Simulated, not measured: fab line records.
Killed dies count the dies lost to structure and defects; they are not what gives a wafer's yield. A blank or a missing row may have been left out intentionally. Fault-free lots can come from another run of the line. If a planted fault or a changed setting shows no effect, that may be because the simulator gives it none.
fab line records + flow n5Finfet
[record]
- lots = 4
- wafers = 12
- lastDay = 18
route steps=1938 shown BEOL_M4@1099 BEOL_M5@1112 MIM_BOT_ETCH@1868 PASSIVATION@1936
lots with no fault: from the same line, run without faults
startH: hours from the record's opening day to when the first of the lot's shown wafers began + waitH: hours elapsed since this lot's preceding step + " unchanged from the row above + L1.1+2: several wafers, shown together as one row + - no value, or no start was given + * or withheld: withheld + < > ~ a bound
route shown NAME@n: a module of which the file shows steps, and the number in the route of the first + usual: mean/standard deviation of fault-free wafers + same: alike in all rows + chamber/n: place in a boat + sites: readings site by site + _std_site: standard deviation across them + _edge_site: the outer-site mean with the inner-site mean subtracted + radiusMm: how far each site lies from the wafer's centre + mask NAME#n: copy n + behind: the most recent tool/chamber to have shaped the wafer + hold: what put the lot on hold/how long, in hours/how the hold closed + device: the n, p or np transistor that did not switch + end of line: the tests these same wafers got at the end of their route + step lacking rows: just its recipe + killed: dies lost to structure and defects at the first sort, not the wafer's yield + map: the dies of a wafer, with x for killed, . for not killed, _ for no die there
set.NAME: the setting that was run; set.NAME@STEP: the one run at that earlier step + model.NAME: the simulator's own value behind a step, which no gauge read
lots seen at some steps along the route; tables by step, rows by wafer
services: a tool's chamber out of use, with start hour (startH, from the record's first day; less than 0 if before it), hours out, and reason
[[steps]]
[step N5_BEOL_M4_ANNEAL_95]
[recipe]
- tempC = 400
- timeS = 240
- ambient = vacuum
[step N5_BEOL_M4_SPUTTER_96]
[recipe]
- material = Cu
- targetThkA = 45
- tempC = -20
- chamberPressurePa = 0.07
- powerW = withheld
- timeS = 8.29
[step N5_BEOL_M4_ECD_50]
[recipe]
- material = Cu
- targetThkA = 3000
[step N5_BEOL_M4_ANNEAL_51]
[recipe]
- tempC = 225
- timeS = 90
- ambient = N2
[step N5_BEOL_M4_CMP_52]
[recipe]
- stopOn = SiOC
- tOverpolishS = 6.8
- downForcePsi = 1
- platenRpm = 50
- clearingPlatenDownForcePsi = 1.5
- clearingPlatenRpm = 50
- postCmpClean = cuAlkaline
- targetThkNm = 40
- clearingPlatenPadVelocityMS = 0.99484
- padVelocityMS = 0.99484
[step N5_BEOL_M4_PRE_CLEAN_60]
[recipe]
- gas = NH3/H2
- timeS = 15
- tempC = *
- rfPowerW = 300
[step N5_BEOL_M4_CO_CAP_55]
[recipe]
- material = Co
- targetThkA = 20
- tempC = 200
- precursor = CCTBA/H2
- pressureTorr = 30
- timeS = 102.1
[step N5_BEOL_M4_PRE_CLEAN_56]
[recipe]
- gas = NH3
- timeS = 15
- tempC = withheld
- rfPowerW = 300
[step N5_BEOL_M4_DEP_57]
[recipe]
- material = SiCN
- targetThkA = 80
- tempC = withheld
- precursor = 3MS/NH3
- pressureTorr = 3
- rfW = 202
- timeS = 14
[step N5_BEOL_M4_RC_MEAS_101]
[usual]
- DIBL_N = 36.1/1.3
- DIBL_P = 36.1/1.7
- IOFF_N = 0.154/0.022
- IOFF_P = 0.201/0.024
- ION_N = 675/8.9
- ION_P = 462/5.9
- SS_N = 71.5/0.49
- SS_P = 73.3/0.58
- VT_N = 250.0/2.7
- VT_P = -251.3/2.7
| lot.wafer | tool      | chamber | startH | waitH | DIBL_N[mV/V] | DIBL_P[mV/V] | IOFF_N[nA/um] | IOFF_P[nA/um] | ION_N[uA/um] | ION_P[uA/um] | SS_N[mV/dec] | SS_P[mV/dec] | VT_N[mV] | VT_P[mV] |
|-----------|-----------|---------|--------|-------|--------------|--------------|---------------|---------------|--------------|--------------|--------------|--------------|----------|----------|
| L212.1    | prober-01 | 0       | 256.29 | 0.0   | 35.1         | 35.0         | 0.157         | 0.187         | 680          | 456          | 71.3         | 73.0         | 247.9    | -253.6   |
| L212.2    | "         | 0       | "      | "     | 33.0         | 32.6         | 0.118         | 0.159         | 668          | 460          | 70.3         | 72.2         | 255.4    | -255.8   |
| L212.4    | "         | 0       | "      | "     | 34.9         | 34.5         | 0.144         | 0.178         | 672          | 455          | 71.4         | 73.2         | 250.3    | -252.6   |
| L215.3    | prober-01 | 0       | 263.21 | 0.3   | 37.4         | 39.3         | 0.179         | 0.223         | 669          | 462          | 72.0         | 74.1         | 250.0    | -251.3   |
| L215.5    | "         | 0       | "      | "     | 37.8         | 39.5         | 0.182         | 0.234         | 672          | 458          | 72.1         | 73.9         | 249.1    | -248.8   |
| L215.6    | "         | 0       | "      | "     | 37.1         | 38.9         | 0.172         | 0.217         | 679          | 462          | 71.7         | 73.5         | 251.0    | -253.8   |
| L214.1    | prober-02 | 0       | 267.39 | 0.0   | 35.4         | 35.6         | 0.134         | 0.199         | 665          | 459          | 71.2         | 72.7         | 252.3    | -250.5   |
| L214.2    | "         | 0       | "      | "     | 37.1         | 37.7         | 0.162         | 0.225         | 677          | 470          | 70.5         | 73.0         | 250.8    | -248.2   |
| L214.4    | "         | 0       | "      | "     | 37.9         | 38.4         | 0.174         | 0.235         | 681          | 468          | 72.0         | 73.4         | 250.6    | -248.6   |
| L221.2    | prober-02 | 0       | 319.63 | 0.2   | 36.8         | 37.9         | 0.169         | 0.246         | 676          | 468          | 71.5         | 73.4         | 249.1    | -245.1   |
| L221.3    | "         | 0       | "      | "     | 36.7         | 37.0         | 0.156         | 0.218         | 673          | 466          | 72.0         | 73.1         | 247.2    | -247.4   |
| L221.4    | "         | 0       | "      | "     | 37.7         | 38.4         | 0.179         | 0.248         | 690          | 475          | 71.6         | 74.0         | 244.3    | -248.4   |
[step N5_BEOL_M5_ILD_DEP_00]
[recipe]
- material = SiCOH_lowk
- targetThkA = 1406.4
- tempC = 300
- precursor = DEMS/porogen
- pressureTorr = 5
- rfW = 500
- timeS = 25.9
[step N5_BEOL_M5_CURE_79]
[recipe]
- tempC = 385
- timeS = 240
- ambient = He/Ar
- material = SiCOH_lowk
[step N5_BEOL_M5_PECVD_70]
[recipe]
- material = SiO2
- targetThkA = 160
- tempC = 400
- precursor = TEOS/O2
- pressureTorr = 5.5
- rfW = 450
- teosFlowSccm = 53.8
- gas = O2
- flowSccm = 3000
- timeS = 18
[step N5_BEOL_M5_HM_DEP_02]
[recipe]
- material = TiN
- targetThkA = 200
- tempC = 25
- chamberPressurePa = 0.49996
[step N5_BEOL_M5_COAT_59]
[recipe]
- resist = SOC
- tempC = 250
- timeS = 60
- spinRpm = 1500
- resistThkNm = 60
[step N5_BEOL_M5_COAT_60]
[recipe]
- resist = SiARC
- tempC = 220
- timeS = 60
- spinRpm = 1500
- resistThkNm = 12
[step N5_BEOL_M5_COAT_71]
[recipe]
- resist = underlayer
- tempC = 205
- timeS = 60
- spinRpm = 1500
- resistThkNm = 5
[step N5_BEOL_M5_COAT_05]
[recipe]
- resist = CAR-EUV
- spinRpm = 1500
- resistThkNm = 30
[step N5_BEOL_M5_EBR_07]
[recipe]
- solvent = PGMEA
- ebrWidthMm = 1.5
[step N5_BEOL_M5_SOFTBAKE_06]
[recipe]
- tempC = 110
- timeS = 60
- resist = CAR-EUV
[step N5_BEOL_M5_EXPOSE_08]
[recipe]
- maskId = M5
- na = 0.33
- sourceShape = annular
- sigmaInner = 0.4
- sigmaOuter = 0.8
- polarization = unpolarized
- targetCdNm = 28
- doseMj = 35.75
[step N5_BEOL_M5_PEB_09]
[recipe]
- pebTempC = 100
- pebTimeS = 60
- resist = CAR-EUV
[step N5_BEOL_M5_DEVELOP_10]
[recipe]
- developTimeS = 30
- developer = TMAH
- resist = CAR-EUV
- rinseLiquid = surfactantRinse
- dry = airSpin
- devTempC = 23
[step N5_BEOL_M5_DESCUM_16]
[recipe]
- chemistry = O2
- timeS = 7
- sourcePowerW = 50
- biasPowerW = 20
- pressureMtorr = 20
- rfFrequencyHz = 2.712e+07
- tempC = 40
- resist = CAR-EUV
- o2FlowSccm = 225
[step N5_BEOL_M5_ETCH_72]
[recipe]
- chemistry = N2/H2
- target = underlayer
- targetDepthA = 65
- maskMaterial = CAR-EUV
- timeS = 5.2
- ionEnergyEv = 200
- pressureMtorr = 30
- sourceW = 840
- biasW = 150
- n2FlowSccm = 200
- h2FlowSccm = 200
- ends = cleared
[step N5_BEOL_M5_ETCH_61]
[recipe]
- chemistry = CF4
- target = SiARC
- targetDepthA = 156
- maskMaterial = CAR-EUV
- timeS = 26
- ionEnergyEv = 80
- pressureMtorr = 40
- sourceW = 545
- biasW = 36
- Ar_flow_sccm = 100
- cf4FlowSccm = 100
- ends = cleared
[step N5_BEOL_M5_ETCH_62]
[recipe]
- chemistry = N2/H2
- target = SOC
- targetDepthA = 750
- overetchA = 150
- maskMaterial = SiARC
- tempC = 40
- timeS = 112.5
- ionEnergyEv = 200
- pressureMtorr = 30
- sourceW = 840
- biasW = 150
- n2FlowSccm = 200
- h2FlowSccm = 200
[step N5_BEOL_M5_STRIP_63]
[recipe]
- chemistry = N2/H2
- tempC = 40
- n2FlowSccm = 200
- h2FlowSccm = 200
- rfFrequencyHz = 6e+07
[step N5_BEOL_M5_STRIP_73]
[recipe]
- chemistry = N2/H2
- tempC = 40
- n2FlowSccm = 200
- h2FlowSccm = 200
- rfFrequencyHz = 6e+07
[step N5_BEOL_M5_STRIP_64]
[recipe]
- chemistry = CF4
- resist = SiARC
- powerW = 300
- biasPowerW = 75
- pressureMtorr = 50
- cf4FlowSccm = 150
- rfFrequencyHz = 6e+07
[step N5_BEOL_M5_HM_OPEN_17]
[recipe]
- chemistry = Cl2/BCl3
- targetDepthA = 200
- overetchA = 60
- target = TiN
- maskMaterial = SOC
- ionEnergyEv = 150
- pressureMtorr = 10
- icpW = 1000
- biasW = 126
- Cl2_flow_sccm = 53.25
- bcl3FlowSccm = 21.75
- Ar_flow_sccm = 25
[step N5_BEOL_M5_STRIP_19]
[recipe]
- chemistry = O2
- powerW = 400
- tempC = 40
- pressureMtorr = 30
- rfFrequencyHz = 6e+07
- biasPowerW = 0
- overashFraction = 0.2
- o2FlowSccm = 225
[step N5_BEOL_M5_COAT_65]
[recipe]
- resist = SOC
- tempC = 250
- timeS = 60
- spinRpm = 1500
- resistThkNm = 60
[step N5_BEOL_M5_COAT_66]
[recipe]
- resist = SiARC
- tempC = 220
- timeS = 60
- spinRpm = 1500
- resistThkNm = 12
[step N5_MIM_BOT_ETCH_ETCH_00]
[recipe]
- chemistry = Cl2/BCl3
- target = TiN
- targetDepthA = 455
- ionEnergyEv = 150
- pressureMtorr = 10
- icpW = 1000
- biasW = 126
- Cl2_flow_sccm = 53.25
- bcl3FlowSccm = 21.75
- Ar_flow_sccm = 25
[usual]
- drypumpMotorCurrentA = 5.7/0.37
- oes_ar_750_au = 0.78/0.086
- oesProductAu = 0.78/0.089
- rfFwdPowerW = 994/3
- throttleValvePct = 21.93/0.29
| lot.wafer | tool        | chamber | startH | waitH | drypumpMotorCurrentA | oes_ar_750_au | oesProductAu | rfFwdPowerW | rfHoursCounterH | throttleValvePct | model.etch.depthNm | model.MIM_BOT_ETCH.cdOffsetNm |
|-----------|-------------|---------|--------|-------|----------------------|---------------|--------------|-------------|-----------------|------------------|--------------------|-------------------------------|
| L212.1    | rieMetal-01 | 0       | 355.81 | 0.1   | 6.0                  | 0.68          | 0.67         | 997         | 83              | 21.81            | 45.5               | 0.4                           |
| L212.2    | "           | 1       | "      | "     | 5.5                  | 0.74          | 0.75         | 999         | 52              | 22.39            | 46.96              | -0.8                          |
| L212.4    | "           | 0       | "      | "     | 6.0                  | 0.68          | 0.68         | 998         | -               | 21.80            | 46.08              | 0.2                           |
| L214.1    | rieMetal-01 | 0       | 360.67 | 0.1   | 6.0                  | 0.50          | 0.58         | 754         | 83              | 22.00            | 35.46              | 1                             |
| L214.2    | "           | 1       | "      | "     | 5.5                  | 0.54          | 0.64         | 754         | 52              | 22.59            | 36.6               | 0.4                           |
| L214.4    | "           | 1       | "      | "     | 5.5                  | 0.54          | 0.64         | 756         | -               | 22.60            | 36.74              | 0.2                           |
| L215.3    | rieMetal-01 | 1       | 361.25 | 0.1   | 5.5                  | 0.54          | 0.64         | 756         | -               | 22.59            | 36.83              | 0                             |
| L215.5    | "           | 1       | "      | "     | 5.5                  | 0.54          | 0.64         | 754         | -               | 22.60            | 36.75              | 0.2                           |
| L215.6    | "           | 0       | "      | "     | 5.9                  | 0.50          | 0.58         | 751         | -               | 21.99            | 35.54              | 0.4                           |
| L221.2    | rieMetal-03 | 1       | 418.01 | 0.1   | 5.4                  | 0.83          | 0.83         | 1001        | 25              | 21.53            | 45.61              | -0.2                          |
| L221.3    | "           | 0       | "      | "     | 6.2                  | 0.71          | 0.73         | 999         | -               | 22.11            | 46.19              | 0                             |
| L221.4    | "           | 1       | "      | "     | 5.4                  | 0.83          | 0.84         | 998         | -               | 21.52            | 45.39              | -0.4                          |
[step N5_PASSIVATION_PROBE_49]
[usual]
- defectLimitedYield = 90.9/1.3
- killed_at_M0_to_M3 = 35/10
- killed_at_M4_up = 15/5.7
- killedAtContacts = 14/6.4
- killedAtFrontEnd = 40/11
- killedAtOther = 4/3.1
- killedDies = 108/16
- killedOpen = 71/11
- killedShort = 34/7.7
- sort_bin_5_function = 5.4/0.9
- sort_bin_6_memory = 3.4/0.61
- sortNPass = 1072/16
- sortYieldPct = 90.9/1.3
[same]
- grossDies = 1180
- killedAtBackSide = 0
- sort_bin_4_leakage[%] = 0
- sort_bin_8_speed[%] = 0
| lot.wafer | tool      | chamber | startH | waitH | defectLimitedYield[%] | killed_at_M0_to_M3 | killed_at_M4_up | killedAtContacts | killedAtFrontEnd | killedAtOther | killedDies | killedOpen | killedShort | sort_bin_5_function[%] | sort_bin_6_memory[%] | sortNPass | sortYieldPct[%] |
|-----------|-----------|---------|--------|-------|-----------------------|--------------------|-----------------|------------------|------------------|---------------|------------|------------|-------------|------------------------|----------------------|-----------|-----------------|
| L215.3    | prober-01 | -       | 369.69 | 0.1   | 90.8                  | 44                 | 11              | 6                | 32               | 15            | 108        | 65         | 30          | 5.8                    | 2.9                  | 1072      | 90.8            |
| L215.5    | prober-01 | -       | 369.79 | 0.2   | 88.1                  | 42                 | 8               | 12               | 36               | 43            | 141        | 67         | 36          | 8.7                    | 2.8                  | 1039      | 88.1            |
| L215.6    | prober-01 | -       | 369.84 | 0.3   | 65.7                  | 31                 | 11              | 15               | 39               | 309           | 405        | 63         | 34          | 30.8                   | 3.1                  | 775       | 65.7            |
| L214.1    | prober-01 | -       | 375.05 | 0.0   | 69.7                  | 42                 | 4               | 9                | 20               | 282           | 357        | 56         | 18          | 27.2                   | 2.7                  | 823       | 69.7            |
| L214.2    | prober-01 | -       | 375.10 | 0.1   | 90.8                  | 34                 | 12              | 5                | 41               | 17            | 109        | 62         | 31          | 5.8                    | 2.9                  | 1071      | 90.8            |
| L214.4    | prober-01 | -       | 375.20 | 0.2   | 91.1                  | 34                 | 8               | 10               | 32               | 21            | 105        | 61         | 24          | 5.8                    | 3.1                  | 1075      | 91.1            |
// killed by level:class
L215.3 MIM_BOT_ETCH:areaEtch=13 BEOL_M2:geometricParticle:open=11 FIN_SAQP:geometricParticle:open=7 BEOL_M2:geometricParticle:short=7 BEOL_M4:geometricParticle:open=7 BEOL_M1:geometricParticle:open=6 DUMMY_GATE:geometricParticle:open=6 BEOL_M0_SAQP:geometricParticle:open=6
L215.5 MIM_BOT_ETCH:areaEtch=35 MOL_CONTACT_COAG:geometricParticle:open=10 BEOL_M2:geometricParticle:open=10 GATE_CUT:geometricParticle:short=7 FIN_SAQP:geometricParticle:open=6 BEOL_M0_SAQP:geometricParticle:open=6 BEOL_M0_SAQP:geometricParticle:short=6 STI_FIN_REVEAL:geometricParticle:open=5
L215.6 MIM_BOT_ETCH:areaEtch=305 MOL_CONTACT_COAG:geometricParticle:open=10 BEOL_M2:geometricParticle:open=9 FIN_SAQP:geometricParticle:open=8 GATE_CUT:geometricParticle:open=7 GATE_CUT:geometricParticle:short=6 BEOL_M3:geometricParticle:open=6 BEOL_M4:geometricParticle:open=6
L214.1 MIM_BOT_ETCH:areaEtch=280 BEOL_M3:geometricParticle:open=15 BEOL_M2:geometricParticle:open=10 BEOL_M1:geometricParticle:open=8 MOL_CONTACT_COAG:geometricParticle:open=5 MOL_CONTACT_COAG:geometricParticle:short=3 STARTING-WAFER:geometricParticle:short=3 STARTING-WAFER:geometricParticle:open=3
L214.2 MIM_BOT_ETCH:areaEtch=14 DUMMY_GATE:geometricParticle:open=8 BEOL_M3:geometricParticle:open=8 STI_FIN_REVEAL:geometricParticle:open=7 BEOL_M0_SAQP:geometricParticle:open=7 BEOL_M0_SAQP:geometricParticle:short=7 FIN_SAQP:geometricParticle:open=6 MOL_CONTACT_COAG:geometricParticle:open=5
L214.4 MIM_BOT_ETCH:areaEtch=19 BEOL_M3:geometricParticle:open=10 DUMMY_GATE:geometricParticle:open=9 MOL_CONTACT_COAG:geometricParticle:open=7 BEOL_M1:geometricParticle:open=7 BEOL_M0_SAQP:geometricParticle:open=6 FIN_SAQP:geometricParticle:open=5 FIN_SAQP:geometricParticle:short=4
// map L214.1 (x killed, . not)
_________________......x.x...________________
______________.....x............_____________
___________................x...x...__________
__________x........................._________
________.......................x....x._______
_______........x.x.x...x.xxx...........______
______....x...x.....xx..xx..xx.........._____
_____............x...x.xx.xx.....x.x.....____
____.............x.........x..............___
___.x..x..xx..x.x.xxx..xx..x..x.......xx...__
___.....xxx..xxxxx..xxx.xxxx.x........x....__
__........x..x.xxxx...xx...xxx..x...x......._
__......x.x..x.xxxx.x..xxxx.x.xx.x....x....._
_..............xxxx.xxxx...xxxxxxxxxx........
_x.........x.....x.x..xxx.xxx.xx.xxxx........
_....x.......xx..xxxx.xxxxx.x..x.xx..........
_.....x...xx....xx.xxxxxxxxxxx.xxx.x.........
_......x.xxx.xxxx.x...xxxx.xx...xx...x.......
_x......x....xx..x.x...xxxx.xxx.xx.x.........
_.......x...x.xx.xx.x..xxxx...xx.x.xx.x......
_x...x.........x..x.x.xxxxx.xx..xx..x........
__.x.....xx...xx....x.x.xxxxx.x.xx.........._
__x.x.............xxx.xxxxxx..xxx.x........._
___.........x.xx.xxxxx.x.xxx.xx.xxxxx......__
___...xx..........xxxx.xxxx..x..x..........__
____.......x.x.xxxxxxx.xx..xx.x...........___
_____..x...xxx...xxxx..x.x.....x.........____
______......x.xxxxxxxxx...x......x....x._____
_______.......xxxxxx....x.x..x.........______
________........xxxx...x...........x.x_______
__________...xxx...x.xx...x........._________
___________x.......x...............__________
______________................x._____________
_________________......x.....________________
// map L215.6 (x killed, . not)
_________________...........x________________
______________x..x.....x.x......_____________
___________........x.x....x........__________
__________.x.......................x_________
________.........xx........xx........x_______
_______..........x.xxx.x.x.x...x.......______
______..........xx......x..xxxx........._____
_____...x..x......xx...xx.x.x............____
____............x..xx....xxxx.............___
___.x..x....xx.xxxxx....xx.x.x........x....__
___.....x..x.....xxxx.x...xx..xx...........__
__....xx.xx..x..x.xxx.xx.xxxxxxxx......x...._
__x.......x....x.xxxx....x.xx.xxx.xx......x._
_...x......x...x.xxxxxx.xx.xxx...xx..........
_.........xx.xxxxxxxx.x.x.x.x..xxxx..........
_.........xxx.xxxxxxxxxx...xxx.xxxxx.x.x.....
_x.xx..xxx..x.xxxxxx.xxxx.xxxx.xxx.x........x
_..xx...x.x.xx.xx..xx.xxxx..x...xxx...xxx....
_...x.x.x...xxx.xxx..xxxxxx.x.x.xxxxx...x....
_.x...x..x.....x.xx.xxxxxx....xxx..xxxx......
_...x..........xxx...xxxx..xx.xxx.xx..xx.....
__x..........x.x..x...xxxxxxxx.xx....x......_
__......x.....xxx..xxxx.xxx.x.xx........x..._
___.x.......x.xxxxx.xxxxxx.................__
___...........x.xx.xx..xx.x..x..x.xxx......__
____.....x.x.x..x...xxxxxx.x...x...x..x...___
_____.......x.xxxxxxx.xx.xxxxxxxxx.......____
______..........xx.xxxx..x..xxxx........_____
_______.......x.xxx.xx.x.x..x.....x...x______
________.......x.x..xx...........x...._______
__________x...xx.x.x.x......x...xx.._________
___________.xx......xxx....x......x__________
______________...x........x....x_____________
_________________......x.....________________
[[services]]
| tool        | chamber | startH | hours | kind   |
|-------------|---------|--------|-------|--------|
| rieMetal-01 | 0       | 342.08 | 12.0  | repair |
[[key]]
[firstSign]
- step = N5_MIM_BOT_ETCH_ETCH_00
- reading = rfFwdPowerW
- direction = down
- sigmas = 80
- usual = *
- struck = *
[effect]
- step = N5_MIM_BOT_ETCH_ETCH_00
- reading = oes_ar_750_au
- direction = down
- sigmas = 3
- usual = 0.78
- struck = 0.53
[effect]
- step = N5_PASSIVATION_PROBE_49
- reading = killedAtOther
- direction = up
- sigmas = 36
- usual = 4
- struck = 114
[modelEffect]
- step = N5_MIM_BOT_ETCH_ETCH_00
- value = etch.depthNm
- without = 46.13
- struck = 36.32
[moreKillsBornAt]
- N5_MIM_BOT_ETCH_ETCH_00@rieMetal-01 = 666
metAt N5_MIM_BOT_ETCH_ETCH_00
struckWafers L214.1,L214.2,L214.4,L215.3,L215.5,L215.6
onsetBetween 355.81 360.67
[fault]
- kind = processParameterDrift
- tool = rieMetal-01
- chamber = -
- onsetH = 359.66
- steps = N5_MIM_BOT_ETCH_ETCH_00
- channel = icpW
- offset = -240
- shape = step
- endH = 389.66
- actsIn = theseRecipesOnly
- stated = 1000
